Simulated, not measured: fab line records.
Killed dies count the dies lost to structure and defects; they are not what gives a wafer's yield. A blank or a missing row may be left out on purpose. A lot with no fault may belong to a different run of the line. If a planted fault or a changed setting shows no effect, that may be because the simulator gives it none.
fab line records    flow n5Finfet
record lots=11  wafers=32  lastDay=16
route steps=1938 shown MIM_BOT_ETCH@1868 TV_LITHO@1884 PAD_METAL@1894 PASSIVATION@1901
lots that met no fault: from a run of the same line without faults
startH: start of the lot's first displayed wafer, in hours after the record's first day    waitH: time in hours since the lot's previous step    " repeats the value in the row above    L1.1+2: a single row standing in for several wafers    - no value present, or no start provided    * or withheld: withheld    < > ~ a bound
route shown NAME@n: NAME is a module with steps in the file, n the number in the route of the first one    usual: the fault-free wafers' mean and standard deviation    same: alike in all rows    chamber/n: place in a boat    sites: readings site by site    _std_site: standard deviation of those values    _edge_site: inner sites' mean taken away from outer sites' mean    radiusMm: how far each site lies from the wafer's centre    mask NAME#n: copy n    behind: the last tool/chamber to shape the wafer    hold: cause of the lot's hold/its duration in hours/its outcome    device: names the non-switching transistor (n, p or np)    end of line: the same wafers' tests at the end of the route    step lacking rows: just its recipe    killed: dies lost to structure and defects at the first sort, not the wafer's yield    map: a wafer's dies, x killed, . not, _ none there
set.NAME: setting as actually run; set.NAME@STEP: the setting as run at that earlier step    model.NAME: the simulator's own value behind a step, which no gauge read
the route's steps for a sample of lots (tables are steps, rows are wafers)
services: when a tool's chamber went out of use (startH, in hours from the record's first day, below 0 if earlier), for how many hours, and the reason
## steps
# step N5_MIM_BOT_ETCH_ETCH_00
# recipe chemistry=Cl2/BCl3  target=TiN  targetDepthA=455  ionEnergyEv=150  pressureMtorr=10  icpW=1000  biasW=126  Cl2_flow_sccm=53.25  bcl3FlowSccm=21.75  Ar_flow_sccm=25
# usual drypumpMotorCurrentA=5.6/0.42  oesProductAu=0.84/0.083  throttleValvePct=22.06/0.15
lot.wafer  tool         chamber  startH  waitH  drypumpMotorCurrentA  oesProductAu  rfHoursCounterH  throttleValvePct
L850.3     rieMetal-03  0        255.37  0.1    6.0                   0.67          -                22.36
L850.4     "            1        "       "      6.0                   0.87          -                21.87
L850.5     "            0        "       "      6.0                   0.68          -                22.35
L851.1     rieMetal-03  1        266.32  0.1    6.0                   0.88          16               21.86
L851.2     "            1        "       "      6.0                   0.88          -                21.85
L851.3     "            1        "       "      6.0                   0.88          -                21.87
L852.2     rieMetal-01  0        267.79  0.1    5.6                   0.91          11               22.09
L852.3     "            1        "       "      5.9                   0.83          -                22.05
L852.6     "            0        "       "      5.6                   0.91          -                22.07
L858.2     rieMetal-01  0        305.45  0.1    5.6                   0.89          14               22.08
L858.3     "            1        "       "      5.9                   0.83          -                22.07
L858.6     "            0        "       "      5.6                   0.89          -                22.07
L861.2     rieMetal-01  1        317.65  0.1    5.9                   0.82          32               22.06
L861.3     "            1        "       "      5.9                   0.83          -                22.06
L861.6     "            0        "       "      5.6                   0.88          -                22.10
L860.1     rieMetal-01  0        320.08  0.1    5.6                   0.89          15               22.09
L860.3     "            0        "       "      5.6                   0.89          -                22.10
L860.6     "            1        "       "      5.9                   0.82          -                22.07
L866.3     rieMetal-02  1        354.83  0.1    4.7                   0.98          -                21.90
L866.5     "            0        "       "      5.6                   0.84          -                22.04
L867.1     rieMetal-01  0        362.00  0.1    5.6                   0.88          19               22.09
L867.3     "            0        "       "      5.6                   0.87          -                22.09
L867.5     "            0        "       "      5.6                   0.86          -                22.09
L868.2     rieMetal-02  1        365.15  0.1    4.7                   0.98          2                21.89
L868.4     "            1        "       "      4.7                   0.98          -                21.89
L868.5     "            0        "       "      5.5                   0.83          -                22.05
L870.2     rieMetal-01  1        370.79  0.1    5.9                   0.80          37               22.07
L870.4     "            1        "       "      5.8                   0.80          -                22.08
L870.6     "            1        "       "      5.8                   0.81          -                22.08
L871.1     rieMetal-02  0        383.03  0.1    5.6                   0.83          22               22.05
L871.2     "            1        "       "      4.7                   0.96          3                21.89
L871.4     "            1        "       "      4.7                   0.96          -                21.89
# step N5_PASSIVATION_OVL_MEAS_60
# recipe pointsPerWafer=44
# usual TV_OVL=5/4.8
lot.wafer  tool        chamber  startH  waitH  TV_OVL[nm]
L850.3     overlay-01  0        257.29  0.0    9
L850.4     "           0        "       "      3
L850.5     "           0        "       "      11
L851.1     overlay-01  0        268.89  0.0    6
L851.2     "           0        "       "      4
L851.3     "           0        "       "      4
L852.2     overlay-01  0        269.80  0.0    8
L852.3     "           0        "       "      5
L852.6     "           0        "       "      10
L858.2     overlay-02  0        307.06  0.0    -2
L858.3     "           0        "       "      1
L858.6     "           0        "       "      9
L861.2     overlay-01  0        318.86  0.0    8
L861.3     "           0        "       "      2
L861.6     "           0        "       "      2
L860.1     overlay-01  0        322.88  0.0    14
L860.3     "           0        "       "      7
L860.6     "           0        "       "      10
L866.3     overlay-02  0        355.86  0.0    3
L866.5     "           0        "       "      6
L867.1     overlay-01  0        365.98  0.0    0
L867.3     "           0        "       "      4
L867.5     "           0        "       "      8
L868.2     overlay-02  0        366.91  0.0    6
L868.4     "           0        "       "      8
L868.5     "           0        "       "      9
L870.2     overlay-01  0        374.27  0.0    1
L870.4     "           0        "       "      -1
L870.6     "           0        "       "      -3
L871.1     overlay-01  0        384.45  0.0    17
L871.2     "           0        "       "      7
L871.4     "           0        "       "      10
# step N5_PASSIVATION_PRE_CLEAN_19
# recipe gas=H2/He  timeS=*  tempC=*
# usual heaterPowerW=466/23
lot.wafer  tool           chamber  startH  waitH  heaterPowerW
L850.3     pvdSputter-01  -        258.85  0.0    474
L850.4     "              -        "       "      467
L850.5     "              -        "       "      445
L851.1     pvdSputter-01  -        270.27  0.0    461
L851.2     "              -        "       "      462
L851.3     "              -        "       "      482
L852.2     pvdSputter-01  -        271.13  0.0    468
L852.3     "              -        "       "      475
L852.6     "              -        "       "      474
L858.2     pvdSputter-01  -        308.47  0.0    454
L858.3     "              -        "       "      449
L858.6     "              -        "       "      458
L861.2     pvdSputter-03  -        320.05  0.0    506
L861.3     "              -        "       "      474
L861.6     "              -        "       "      462
L860.1     pvdSputter-03  -        324.30  0.0    435
L860.3     "              -        "       "      460
L860.6     "              -        "       "      448
L866.3     pvdSputter-03  -        356.65  0.0    495
L866.5     "              -        "       "      428
L867.1     pvdSputter-03  -        368.18  0.0    493
L867.3     "              -        "       "      495
L867.5     "              -        "       "      442
L868.2     pvdSputter-03  -        368.52  0.0    471
L868.4     "              -        "       "      507
L868.5     "              -        "       "      443
L870.2     pvdSputter-03  -        375.37  0.0    481
L870.4     "              -        "       "      430
L870.6     "              -        "       "      476
L871.1     pvdSputter-03  -        386.08  0.0    457
L871.2     "              -        "       "      427
L871.4     "              -        "       "      484
# step N5_PASSIVATION_EXPOSE_27
# recipe maskId=PAD  na=0.55  sourceShape=conventional  sigmaOuter=0.8  polarization=unpolarized  defocusNm=0  doseMj=32.3
# usual exposureDoseMJCm2=32.296/0.029
# same na=0.55
lot.wafer  tool           chamber  startH  waitH  mask   exposureDoseMJCm2
L850.3     krfScanner-01  0        259.29  -      PAD#0  32.294
L850.4     "              0        "       "      PAD#0  32.239
L850.5     "              0        "       "      PAD#0  32.314
L851.1     krfScanner-01  0        270.72  -      PAD#0  32.296
L851.2     "              0        "       "      PAD#0  32.277
L851.3     "              0        "       "      PAD#0  32.306
L852.2     krfScanner-01  0        271.57  -      PAD#0  32.314
L852.3     "              0        "       "      PAD#0  32.256
L852.6     "              0        "       "      PAD#0  32.309
L858.2     krfScanner-01  0        309.03  -      PAD#0  27.512
L858.3     "              0        "       "      PAD#0  27.504
L858.6     "              0        "       "      PAD#0  27.521
L861.2     krfScanner-01  0        320.52  -      PAD#0  27.552
L861.3     "              0        "       "      PAD#0  27.552
L861.6     "              0        "       "      PAD#0  27.563
L860.1     krfScanner-01  0        324.77  -      PAD#0  27.522
L860.3     "              0        "       "      PAD#0  27.522
L860.6     "              0        "       "      PAD#0  27.535
L866.3     krfScanner-02  0        357.22  -      PAD#0  32.310
L866.5     "              0        "       "      PAD#0  32.326
L867.1     krfScanner-02  0        368.61  -      PAD#0  32.313
L867.3     "              0        "       "      PAD#0  32.285
L867.5     "              0        "       "      PAD#0  32.309
L868.2     krfScanner-02  0        368.96  -      PAD#0  32.311
L868.4     "              0        "       "      PAD#0  32.246
L868.5     "              0        "       "      PAD#0  32.231
L870.2     krfScanner-02  0        375.81  -      PAD#0  32.320
L870.4     "              0        "       "      PAD#0  32.324
L870.6     "              0        "       "      PAD#0  32.287
L871.1     krfScanner-02  0        386.64  -      PAD#0  32.299
L871.2     "              0        "       "      PAD#0  32.330
L871.4     "              0        "       "      PAD#0  32.338
# step N5_PASSIVATION_CD_MEAS_30
# recipe targetCdNm=4000  landingEnergyEv=500  detector=seInlens  polarity=opening
# usual cdNm=4001.2/2.4
lot.wafer  tool      chamber  startH  waitH  cdNm
L850.3     cdSem-02  0        259.46  -      4004.6
L850.4     "         0        "       "      4002.8
L850.5     "         0        "       "      4002.4
L851.1     cdSem-02  0        270.90  -      4001.3
L851.2     "         0        "       "      4005.1
L851.3     "         0        "       "      4001.5
L852.2     cdSem-02  0        271.74  -      3999.6
L852.3     "         0        "       "      3998.0
L852.6     "         0        "       "      3995.7
L858.2     cdSem-03  0        309.21  -      3973.6
L858.3     "         0        "       "      3972.5
L858.6     "         0        "       "      3972.7
L861.2     cdSem-03  0        320.70  -      3973.2
L861.3     "         0        "       "      3968.6
L861.6     "         0        "       "      3970.4
L860.1     cdSem-03  0        324.95  -      3970.6
L860.3     "         0        "       "      3969.1
L860.6     "         0        "       "      3971.0
L866.3     cdSem-02  0        357.39  -      4003.0
L866.5     "         0        "       "      4004.7
L867.1     cdSem-03  0        368.79  -      4002.8
L867.3     "         0        "       "      4002.1
L867.5     "         0        "       "      4007.1
L868.2     cdSem-03  0        369.13  -      4002.2
L868.4     "         0        "       "      3999.5
L868.5     "         0        "       "      3999.6
L870.2     cdSem-02  0        375.98  -      4001.6
L870.4     "         0        "       "      4000.4
L870.6     "         0        "       "      3998.9
L871.1     cdSem-03  0        386.82  -      4005.5
L871.2     "         0        "       "      4002.4
L871.4     "         0        "       "      4001.6
# step N5_PASSIVATION_PROBE_49
# usual defectLimitedYield=91.4/1.4  killed_at_M0_to_M3=34/8.9  killed_at_M4_up=13/4.6  killedAtContacts=12/5.5  killedAtFrontEnd=41/11  killedAtOther=3.1/2.9  killedDies=102/16  killedOpen=66/11  killedShort=34/7.6  sort_bin_5_function=5.1/0.89  sort_bin_6_memory=3.2/0.61  sort_bin_8_speed=0.02/0.12  sortNPass=1078/16  sortYieldPct=91.3/1.4
# same grossDies=1180  killedAtBackSide=0  sort_bin_4_leakage[%]=0
lot.wafer  tool       chamber  startH  waitH  defectLimitedYield[%]  killed_at_M0_to_M3  killed_at_M4_up  killedAtContacts  killedAtFrontEnd  killedAtOther  killedDies  killedOpen  killedShort  sort_bin_5_function[%]  sort_bin_6_memory[%]  sort_bin_8_speed[%]  sortNPass  sortYieldPct[%]
L850.3     prober-02  -        264.56  0.1    92.5                   32                  9                6                 41                0              88          59          26           4.0                     3.1                   0                    1092       92.5
L850.4     prober-02  -        264.61  0.2    89.5                   50                  6                4                 56                8              124         74          50           5.8                     4.1                   0                    1056       89.5
L850.5     prober-02  -        264.66  0.2    90.3                   35                  6                25                41                7              114         69          45           6.0                     3.3                   0                    1066       90.3
L851.1     prober-01  -        276.02  0.0    91.2                   30                  15               9                 48                2              104         72          30           5.8                     3.1                   0                    1076       91.2
L851.2     prober-01  -        276.07  0.1    89.3                   39                  8                9                 67                3              126         77          44           6.7                     3.7                   0                    1054       89.3
L851.3     prober-01  -        276.12  0.1    91.9                   26                  8                9                 50                2              95          59          36           5.3                     2.4                   0                    1085       91.9
L852.2     prober-01  -        277.57  0.1    91.8                   38                  14               12                31                2              97          68          28           4.7                     3.3                   0                    1083       91.8
L852.3     prober-01  -        277.62  0.1    90.8                   32                  11               13                50                2              108         67          31           5.3                     2.7                   0                    1072       90.8
L852.6     prober-01  -        277.77  0.3    92.4                   31                  14               2                 42                1              90          67          22           4.2                     3.4                   0                    1090       92.4
L860.3     prober-02  -        330.05  0.1    90.6                   29                  15               17                46                4              111         61          39           5.3                     3.0                   0                    1069       90.6
L867.1     prober-01  -        374.09  0.0    90.0                   33                  17               10                53                5              118         73          44           6.5                     3.1                   0                    1062       90.0
L867.3     prober-01  -        374.19  0.1    89.9                   32                  21               4                 58                4              119         79          40           5.8                     3.9                   0                    1061       89.9
L867.5     prober-01  -        374.29  0.2    92.1                   32                  13               15                31                2              93          62          31           4.6                     3.1                   0                    1087       92.1
L871.1     prober-02  -        391.92  0.0    92.0                   44                  16               5                 25                4              94          54          37           4.7                     2.7                   0                    1086       92.0
L871.2     prober-02  -        391.97  0.1    90.3                   37                  16               16                38                7              114         81          31           5.4                     3.9                   0                    1066       90.3
L871.4     prober-02  -        392.07  0.2    91.4                   32                  10               11                48                0              101         60          41           5.3                     2.9                   0                    1079       91.4
# killed by level:class
L850.3 BEOL_M3:geometricParticle:open=14 FIN_SAQP:geometricParticle:open=10 FIN_SAQP:geometricParticle:short=6 BEOL_M1:geometricParticle:open=6 MOL_CONTACT_COAG:geometricParticle:open=5 GATE_CUT:geometricParticle:short=4 BEOL_M2:geometricParticle:open=4 STI_FIN_REVEAL:geometricParticle:open=3
L850.4 BEOL_M0_SAQP:geometricParticle:open=17 BEOL_M0_SAQP:geometricParticle:short=11 FIN_SAQP:geometricParticle:short=9 FIN_SAQP:geometricParticle:open=9 GATE_CUT:geometricParticle:short=8 BEOL_M1:geometricParticle:open=6 STI_FIN_REVEAL:geometricParticle:open=5 DUMMY_GATE:geometricParticle:open=5
L850.5 MOL_CONTACT_COAG:geometricParticle:open=19 BEOL_M2:geometricParticle:open=9 FIN_SAQP:geometricParticle:open=8 BEOL_M0_SAQP:geometricParticle:short=8 BEOL_M3:geometricParticle:open=8 GATE_CUT:geometricParticle:short=6 GATE_CUT:geometricParticle:open=6 MOL_CONTACT_COAG:geometricParticle:short=6
L851.1 STI_FIN_REVEAL:geometricParticle:open=22 BEOL_M0_SAQP:geometricParticle:short=9 FIN_SAQP:geometricParticle:open=6 MOL_CONTACT_COAG:geometricParticle:open=6 BEOL_M2:geometricParticle:open=6 FIN_SAQP:geometricParticle:short=4 DUMMY_GATE:geometricParticle:open=4 BEOL_M0_SAQP:geometricParticle:open=4
L851.2 BEOL_M0_SAQP:geometricParticle:open=17 FIN_SAQP:geometricParticle:open=15 STI_FIN_REVEAL:geometricParticle:open=13 FIN_SAQP:geometricParticle:short=12 MOL_CONTACT_COAG:geometricParticle:open=8 BEOL_M0_SAQP:geometricParticle:short=8 DUMMY_GATE:geometricParticle:open=5 BEOL_M1:geometricParticle:open=5
L851.3 STI_FIN_REVEAL:geometricParticle:open=16 FIN_SAQP:geometricParticle:short=14 MOL_CONTACT_COAG:geometricParticle:open=8 DUMMY_GATE:geometricParticle:open=6 BEOL_M0_SAQP:geometricParticle:short=6 BEOL_M0_SAQP:geometricParticle:open=5 STARTING-WAFER:geometricParticle:short=5 BEOL_M1:geometricParticle:open=4
L852.2 MOL_CONTACT_COAG:geometricParticle:open=9 BEOL_M1:geometricParticle:open=9 FIN_SAQP:geometricParticle:open=8 BEOL_M2:geometricParticle:open=8 BEOL_M3:geometricParticle:open=6 BEOL_M4:geometricParticle:open=6 FIN_SAQP:geometricParticle:short=5 GATE_CUT:geometricParticle:short=5
L852.3 FIN_SAQP:geometricParticle:open=12 MOL_CONTACT_COAG:geometricParticle:open=12 BEOL_M0_SAQP:geometricParticle:short=10 FIN_SAQP:geometricParticle:short=9 HKMG_FIN:areaEtch=9 BEOL_M3:geometricParticle:open=8 GATE_CUT:geometricParticle:short=6 DUMMY_GATE:geometricParticle:open=5
L852.6 BEOL_M3:geometricParticle:open=11 FIN_SAQP:geometricParticle:open=10 FIN_SAQP:geometricParticle:short=8 BEOL_M2:geometricParticle:open=6 STI_FIN_REVEAL:geometricParticle:open=5 BEOL_M0_SAQP:geometricParticle:open=5 BEOL_M7:geometricParticle:open=5 STARTING-WAFER:geometricParticle:open=5
L860.3 MOL_CONTACT_COAG:geometricParticle:open=14 HKMG_FIN:areaEtch=11 FIN_SAQP:geometricParticle:short=9 FIN_SAQP:geometricParticle:open=9 BEOL_M0_SAQP:geometricParticle:short=9 GATE_CUT:geometricParticle:short=6 BEOL_M1:geometricParticle:open=6 BEOL_M0_SAQP:geometricParticle:open=6
L867.1 FIN_SAQP:geometricParticle:short=14 STI_FIN_REVEAL:geometricParticle:open=12 MOL_CONTACT_COAG:geometricParticle:open=9 FIN_SAQP:geometricParticle:open=8 DUMMY_GATE:geometricParticle:open=7 BEOL_M4:geometricParticle:open=7 BEOL_M0_SAQP:geometricParticle:short=6 BEOL_M0_SAQP:geometricParticle:open=5
L867.3 FIN_SAQP:geometricParticle:short=15 STI_FIN_REVEAL:geometricParticle:open=14 FIN_SAQP:geometricParticle:open=11 BEOL_M0_SAQP:geometricParticle:short=8 BEOL_M0_SAQP:geometricParticle:open=8 BEOL_M1:geometricParticle:open=7 BEOL_M4:geometricParticle:open=6 BEOL_M4:geometricParticle:short=5
L867.5 MOL_CONTACT_COAG:geometricParticle:open=11 GATE_CUT:geometricParticle:short=7 BEOL_M1:geometricParticle:open=7 BEOL_M4:geometricParticle:open=6 DUMMY_GATE:geometricParticle:open=5 BEOL_M0_SAQP:geometricParticle:open=5 BEOL_M2:geometricParticle:open=5 BEOL_M3:geometricParticle:open=5
L871.1 BEOL_M0_SAQP:geometricParticle:short=14 BEOL_M0_SAQP:geometricParticle:open=9 BEOL_M1:geometricParticle:open=9 BEOL_M4:geometricParticle:open=8 BEOL_M3:geometricParticle:open=6 ILD0:geometricParticle:short=4 ILD0:geometricParticle:open=4 BEOL_M4:geometricParticle:short=4
L871.2 STI_FIN_REVEAL:geometricParticle:open=15 BEOL_M0_SAQP:geometricParticle:open=14 MOL_CONTACT_COAG:geometricParticle:open=14 BEOL_M4:geometricParticle:open=12 BEOL_M0_SAQP:geometricParticle:short=8 BEOL_M2:geometricParticle:open=5 FIN_SAQP:geometricParticle:short=4 STARTING-WAFER:geometricParticle:short=4
L871.4 STI_FIN_REVEAL:geometricParticle:open=9 BEOL_M0_SAQP:geometricParticle:open=9 ILD0:geometricParticle:short=8 BEOL_M0_SAQP:geometricParticle:short=7 MOL_CONTACT_COAG:geometricParticle:open=7 BEOL_M3:geometricParticle:open=7 FIN_SAQP:geometricParticle:open=6 FIN_SAQP:geometricParticle:short=5
## services
tool           chamber  startH  hours  kind
krfScanner-01  0        231.65  -      calibration
krfScanner-02  -        245.92  1.0    pm
rieMetal-03    -        259.59  0.7    repair
rieMetal-03    0        260.65  6.9    repair
krfScanner-01  -        264.28  0.6    repair
krfScanner-01  -        265.92  0.6    repair
krfScanner-02  -        268.97  0.3    repair
rieMetal-01    0        269.93  3.0    repair
rieMetal-02    0        278.28  5.4    repair
krfScanner-02  -        280.88  1.3    pm
rieMetal-03    -        291.48  2.8    pm
krfScanner-02  -        295.38  3.6    pm
krfScanner-02  -        301.52  0.2    repair
krfScanner-02  -        312.34  0.8    pm
rieMetal-02    1        325.48  -      clean
rieMetal-02    1        325.48  17.8   scheduledDown
rieMetal-02    1        325.48  17.8   ventCycle
krfScanner-02  -        343.97  0.4    repair
krfScanner-02  0        355.57  -      calibration
krfScanner-01  -        361.09  1.3    pm
pvdSputter-01  -        366.77  2.1    repair
pvdSputter-03  -        381.22  0.7    repair
krfScanner-01  -        386.57  1.0    pm
## key
firstSign step=N5_PASSIVATION_EXPOSE_27  reading=exposureDoseMJCm2  direction=down  sigmas=99+  usual=32.296  struck=27.531
effect step=N5_PASSIVATION_CD_MEAS_30  reading=cdNm  direction=down  sigmas=12  usual=4001.2  struck=3971.3
metAt N5_PASSIVATION_EXPOSE_27
struckLots L858,L860,L861
baselineLoss step=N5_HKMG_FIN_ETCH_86  wafers=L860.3
notActingAt N5_MIM_BOT_ETCH_ETCH_00,N5_PASSIVATION_OVL_MEAS_60,N5_PASSIVATION_PRE_CLEAN_19
onsetBetween 271.57 309.03
fault kind=processParameterDrift  tool=krfScanner-01  chamber=-  onsetH=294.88  steps=N5_PASSIVATION_EXPOSE_27  channel=doseMj  offset=-4.7601  shape=step  actsIn=theseRecipesOnly  stated=32.3
# baselineLoss: these wafers lose ten dies or more at that step, a loss of the line's own and not of a fault; the sort's usual values leave them out
